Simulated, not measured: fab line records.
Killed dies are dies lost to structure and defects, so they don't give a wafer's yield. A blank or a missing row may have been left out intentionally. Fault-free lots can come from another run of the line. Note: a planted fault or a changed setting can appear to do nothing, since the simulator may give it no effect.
Chamber matching    flow n5 finfet    4 sister chambers for N5_BEOL_M0_CMP_120 on cmp-02
The step polishes, stops on SiOC, t overpolish 6.9 s. 27 wafers are shown with their chamber, then 12 later ones without.

## EACH WAFER AND ITS CHAMBER
wafer   chamber  motor current A (A)  time to endpoint s (s)  slurry filter dp kPa (kPa)
L074.1  0        6.0                  59                      13.28
L074.3  1        6.7                  65                      13.35
L074.4  2        5.7                  63                      13.46
L081.1  2        5.9                  60                      13.62
L081.3  3        5.9                  61                      13.50
L081.4  0        6.0                  57                      13.44
L082.2  0        5.9                  54                      13.37
L082.4  2        6.3                  58                      13.33
L082.5  0        5.9                  53                      13.53
L083.1  0        6.0                  58                      13.62
L083.4  2        5.8                  61                      13.52
L083.5  1        6.6                  62                      13.41
L084.1  2        6.2                  61                      13.54
L084.5  2        6.1                  61                      13.41
L084.6  3        5.8                  61                      13.49
L087.1  3        5.9                  59                      13.44
L087.5  3        5.6                  60                      13.43
L087.6  0        5.8                  58                      13.49
L090.2  1        6.8                  59                      13.24
L090.3  3        6.1                  61                      13.75
L090.5  2        6.4                  56                      13.44
L092.2  1        6.7                  61                      13.26
L092.4  0        5.7                  54                      13.66
L092.5  0        5.8                  56                      13.35
L093.3  3        6.0                  61                      13.46
L093.5  2        5.9                  62                      13.55
L093.6  3        6.1                  61                      13.46

SIGNATURES (means of the wafers above)
reading               chamber 0  chamber 1  chamber 2  chamber 3  scatter within a chamber
motor current A       5.888      6.700      6.037      5.914      0.179
time to endpoint s    56.12      61.75      60.25      60.57      2.01
slurry filter dp kPa  13.4675    13.3150    13.4838    13.5043    0.11
Rule: distance of a wafer from a chamber = root of the sum over the readings of ((wafer's reading minus chamber's mean) / reading's scatter) squared. If the next closest chamber is less than 2 further off than the closest, the wafer can't be placed; otherwise it belongs to the closest. How the scatter is found: for the shown wafers, subtract from each reading the mean of its chamber, square and add these, divide the total by (wafers less chambers), then take the root.

## WAFERS WHOSE CHAMBER IS MISSING
wafer   motor current A (A)  time to endpoint s (s)  slurry filter dp kPa (kPa)
L094.2  6.1                  58                      13.72
L094.3  6.8                  66                      13.56
L094.5  5.5                  61                      13.44
L095.1  6.2                  61                      13.49
L095.4  6.0                  63                      13.32
L095.6  6.2                  62                      13.63
L097.3  5.5                  57                      13.52
L097.5  5.9                  62                      13.62
L097.6  6.8                  65                      13.61
L091.3  5.8                  62                      13.59
L091.4  6.1                  62                      13.52
L091.5  6.0                  66                      13.48

## CHAMBER TAKEN BY EACH
wafer   from the rows above                in truth
L094.2  can't be placed: 2 or 3 or 0       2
L094.3  1                                  1
L094.5  can't be placed: 3 or 2 or 0       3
L095.1  can't be placed: 2 or 3            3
L095.4  can't be placed: 2 or 3 or 0 or 1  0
L095.6  can't be placed: 2 or 3 or 0       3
L097.3  can't be placed: 0 or 3 or 2       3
L097.5  can't be placed: 3 or 2 or 0       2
L097.6  can't be placed: 1 or 2            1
L091.3  can't be placed: 3 or 2 or 0       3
L091.4  can't be placed: 2 or 3            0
L091.5  can't be placed: 3 or 2 or 1       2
Correct placement for 1 of the 12. Not placeable from these rows: 11 (in 10, the candidates include the true chamber). Number placed wrongly: 0.
